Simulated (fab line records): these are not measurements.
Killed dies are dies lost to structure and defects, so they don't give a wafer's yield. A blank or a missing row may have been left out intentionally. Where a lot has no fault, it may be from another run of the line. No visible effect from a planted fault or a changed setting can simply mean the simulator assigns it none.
What tool caused it? + flow n5_finfet + 30 wafers from 10 lots sampled at 4 of the route's 1938 steps

WHAT THE GAUGES SHOWED, per wafer
N5_BEOL_M7_INSPECT_58: inspects for defects (darkfield).
| lot  | measured     | on                | raw_defect_count |
|------|--------------|-------------------|------------------|
| L332 | day 10 03:44 | defect_inspect-02 | 51 48 56         |
| L331 | day 10 10:50 | defect_inspect-01 | 59 37 45         |
| L333 | day 10 11:22 | defect_inspect-02 | 70 82 118        |
| L334 | day 11 05:33 | defect_inspect-02 | 380 63 59        |
| L335 | day 11 08:29 | defect_inspect-01 | 85 361 32        |
| L346 | day 13 06:21 | defect_inspect-01 | 81 88 73         |
| L345 | day 13 12:05 | defect_inspect-02 | 84 51 89         |
| L347 | day 14 01:50 | defect_inspect-02 | 61 42 53         |
| L348 | day 14 09:56 | defect_inspect-02 | 79 66 65         |
| L350 | day 15 02:20 | defect_inspect-01 | 32 60 36         |

WHICH TOOL RAN EACH LOT (tool, then ch and the chambers of the sampled wafers, then the start)
| lot  | N5_BEOL_M7_STRIP_80                           | N5_BEOL_M7_PRE_CLEAN_45      | N5_BEOL_M7_DEP_56               |
|------|-----------------------------------------------|------------------------------|---------------------------------|
| L332 | rie_diel-05 ch 1,2,3, day 10 01:46 or earlier | pvd_sputter-01, day 10 01:46 | pecvd-03 ch 0,1, day 10 03:38   |
| L331 | rie_diel-03 ch 0,2,3, day 10 08:27 or earlier | pvd_sputter-03, day 10 08:27 | pecvd-02 ch 0,1, day 10 10:44   |
| L333 | rie_diel-02 ch 0,2,3, day 10 08:58 or earlier | pvd_sputter-02, day 10 08:58 | pecvd-02 ch 0,1, day 10 11:14   |
| L334 | rie_diel-03 ch 0,1, day 11 01:48 or earlier   | pvd_sputter-01, day 11 01:48 | pecvd-02 ch 0,1,2, day 11 05:28 |
| L335 | rie_diel-02 ch 0,1,3, day 11 06:38 or earlier | pvd_sputter-01, day 11 06:38 | pecvd-02 ch 0,2, day 11 08:23   |
| L346 | rie_diel-02 ch 0,1,3, day 13 04:34 or earlier | pvd_sputter-02, day 13 04:34 | pecvd-04 ch 0,1,2, day 13 06:15 |
| L345 | rie_diel-05 ch 0,1, day 13 10:22 or earlier   | pvd_sputter-01, day 13 10:22 | pecvd-04 ch 0,1, day 13 11:59   |
| L347 | rie_diel-03 ch 0,2, day 14 00:16 or earlier   | pvd_sputter-03, day 14 00:16 | pecvd-03 ch 0,1,2, day 14 01:44 |
| L348 | rie_diel-03 ch 0,1,2, day 14 07:45 or earlier | pvd_sputter-02, day 14 07:45 | pecvd-04 ch 1,2, day 14 09:50   |
| L350 | rie_diel-03 ch 0,1,2, day 14 23:19 or earlier | pvd_sputter-03, day 14 23:19 | pecvd-04 ch 0,1,2, day 15 02:14 |
- N5_BEOL_M7_STRIP_80: strips in N2/H2, time 10 s.
- N5_BEOL_M7_PRE_CLEAN_45: time 30 s.
- N5_BEOL_M7_DEP_56: deposits SiCN from 3MS/NH3, target thk 10 nm, time 17.5 s.

THE ANSWER, worked out from the rows above alone
Rule: usual is defined by the lots themselves. Put in order of their means at a reading, lots are off if they are a third of the lots or fewer, leave a main group of 4 or more, and stand apart from it by a gap of 3 or more times the standard deviation of the main group's means; of several such gaps the widest counts. A main group is skipped when, at the precision printed for the reading in the tables above, its means are all equal. A lot without any number at a reading at which 4 lots or more have one is off too. Any other lot the step has rows for is counted as sound.
Off: L334, L335, at N5_BEOL_M7_INSPECT_58 (raw_defect_count). The main group has a mean of 64 with a standard deviation of 16.
If a tool, at a process step before that reading, ran all the lots that are off and no sound lot after the first of them, it fits. Gauges at N5_BEOL_M7_INSPECT_58: tried the same way as those tools. Because N5_BEOL_M7_STRIP_80 lacks a start for some lots, the hours and order of its lots are taken from N5_BEOL_M7_PRE_CLEAN_45. One fits: N5_BEOL_M7_DEP_56 on pecvd-02. Its last sound lot is L333 (day 10 11:14), its first lot that is off L334 (day 11 05:28): a fault that began between those two fits.

WHAT HAD BEEN PUT IN BY THE SIMULATOR
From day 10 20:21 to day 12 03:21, pecvd-02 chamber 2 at N5_BEOL_M7_DEP_56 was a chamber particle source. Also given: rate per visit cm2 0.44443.
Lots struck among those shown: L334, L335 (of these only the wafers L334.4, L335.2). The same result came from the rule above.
